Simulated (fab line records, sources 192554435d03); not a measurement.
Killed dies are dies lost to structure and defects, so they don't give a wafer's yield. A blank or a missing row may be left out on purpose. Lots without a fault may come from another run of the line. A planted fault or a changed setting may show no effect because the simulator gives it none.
Split-lot experiment | flow n5_finfet | 7 lots, 21 wafers read, on a route of 1938 steps

THE SPLIT
At N5_BEOL_M10_COAT_05 (resist thk 90 nm), the setting spin_rpm was moved away from the recipe's 1500 rpm on 2 of the 21 wafers read, by -5.3% to +4.7%. The other wafers ran this setting at the recipe's value.

FROM THE SPLIT TO THE READING: what the file shows between them, 6 steps
- N5_BEOL_M10_EBR_07
- N5_BEOL_M10_SOFTBAKE_06: time 60 s
- N5_BEOL_M10_EXPOSE_08: exposes mask M10
- N5_BEOL_M10_PEB_09: peb time 60 s
- N5_BEOL_M10_DEVELOP_10: develop time 30 s
- N5_BEOL_M10_DESCUM_16: chemistry O2, time 7.9 s

THE READING
CAR-ArF_of_BEOL_M10_COAT_05.thk_nm (the simulator's own value, which no gauge read), in nm, at N5_BEOL_M10_ETCH_61 (etches SiARC in CF4, target depth 39 nm, time 65 s). The file gives no usual value for it. The 19 wafers here that ran the recipe average 55.3 nm, standard deviation 0.38 nm.

wafer  | tool, chamber at the split | spin_rpm as run, rpm | against the recipe | CAR-ArF_of_BEOL_M10_COAT_05.thk_nm, nm | against lot-mates on the recipe
L077.2 | litho_track-02, 0          | 1500                 | recipe             | 55                                     | -
L077.3 | litho_track-02, 0          | 1500                 | recipe             | 55.4                                   | -
L077.5 | litho_track-02, 0          | 1500                 | recipe             | 55.4                                   | -
L083.1 | litho_track-04, 0          | 1500                 | recipe             | 54                                     | -
L083.4 | litho_track-04, 0          | 1500                 | recipe             | 55.4                                   | -
L083.5 | litho_track-04, 0          | 1420                 | -5.3%              | 56.2                                   | +1.5
L085.1 | litho_track-04, 0          | 1500                 | recipe             | 55.4                                   | -
L085.2 | litho_track-04, 0          | 1500                 | recipe             | 55.6                                   | -
L085.4 | litho_track-04, 0          | 1500                 | recipe             | 55.6                                   | -
L086.3 | litho_track-04, 0          | 1500                 | recipe             | 55                                     | -
L086.4 | litho_track-04, 0          | 1500                 | recipe             | 55.2                                   | -
L086.6 | litho_track-04, 0          | 1570                 | +4.7%              | 53                                     | -2.1
L089.1 | litho_track-04, 0          | 1500                 | recipe             | 55.6                                   | -
L089.5 | litho_track-04, 0          | 1500                 | recipe             | 55.4                                   | -
L089.6 | litho_track-04, 0          | 1500                 | recipe             | 55.4                                   | -
L095.1 | litho_track-02, 0          | 1500                 | recipe             | 55.4                                   | -
L095.2 | litho_track-02, 0          | 1500                 | recipe             | 55.2                                   | -
L095.6 | litho_track-02, 0          | 1500                 | recipe             | 55.2                                   | -
L094.2 | litho_track-04, 0          | 1500                 | recipe             | 55.8                                   | -
L094.3 | litho_track-04, 0          | 1500                 | recipe             | 55.4                                   | -
L094.4 | litho_track-04, 0          | 1500                 | recipe             | 55.8                                   | -

THE FIT
A straight line over all 21 wafers: CAR-ArF_of_BEOL_M10_COAT_05.thk_nm changes by -0.31 nm for each +1% of spin_rpm; r = -0.74; the points scatter about the line by 0.46 nm.
The same after taking each lot's own level away (the mean of its wafers on the recipe; 21 wafers): -0.355 nm for each +1%; r = -0.89; scatter 0.29 nm.
On that fit, the largest move of spin_rpm shifts the reading by 1.9 nm.
The lots' own levels span 54.70 to 55.67 nm, that is 2.5 times the standard deviation above.
So the lot-to-lot level blurs the effect unless lot-mates are compared.
Check: with one of the wafers moved furthest among these (-5.3%) left out of the fit, the line predicts +2.4 nm for it against its lot-mates. It came out at +1.5 nm against them.

OTHER SPLITS ON THESE WAFERS
These wafers also went through other splits before the reading. Each is held against what the fit with the lots' levels taken away leaves over:
other split on the same wafers | wafers away from the commonest value | r with CAR-ArF_of_BEOL_M10_COAT_05.thk_nm (lot level and that fit taken away)
N5_BEOL_M9_EXPOSE_08 dose_mj   | 9                                    | +0.26
N5_BEOL_M10_COAT_60 spin_rpm   | 5                                    | +0.59

THE WHOLE CHAIN: every reading that the file lists as answering this split, in the file's order
step                   | what it does                                       | reading                                                                             | change (the file's fit)               | r (the file's)
N5_BEOL_M10_COAT_05    | resist thk 90 nm                                   | CAR-ArF_of_BEOL_M10_COAT_05.thk_nm (the simulator's own value, which no gauge read) | -0.43 nm for each +1% of the setting  | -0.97
N5_BEOL_M10_DEVELOP_10 | develop time 30 s                                  | CAR-ArF_of_BEOL_M10_COAT_05.thk_nm (the simulator's own value, which no gauge read) | -0.45 nm for each +1% of the setting  | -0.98
N5_BEOL_M10_ETCH_61    | etches SiARC in CF4, target depth 39 nm, time 65 s | CAR-ArF_of_BEOL_M10_COAT_05.thk_nm (the simulator's own value, which no gauge read) | -0.354 nm for each +1% of the setting | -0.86

THE FILE'S OWN FIT
CAR-ArF_of_BEOL_M10_COAT_05.thk_nm changes by -0.354 nm for each +1% of spin_rpm, r = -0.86.
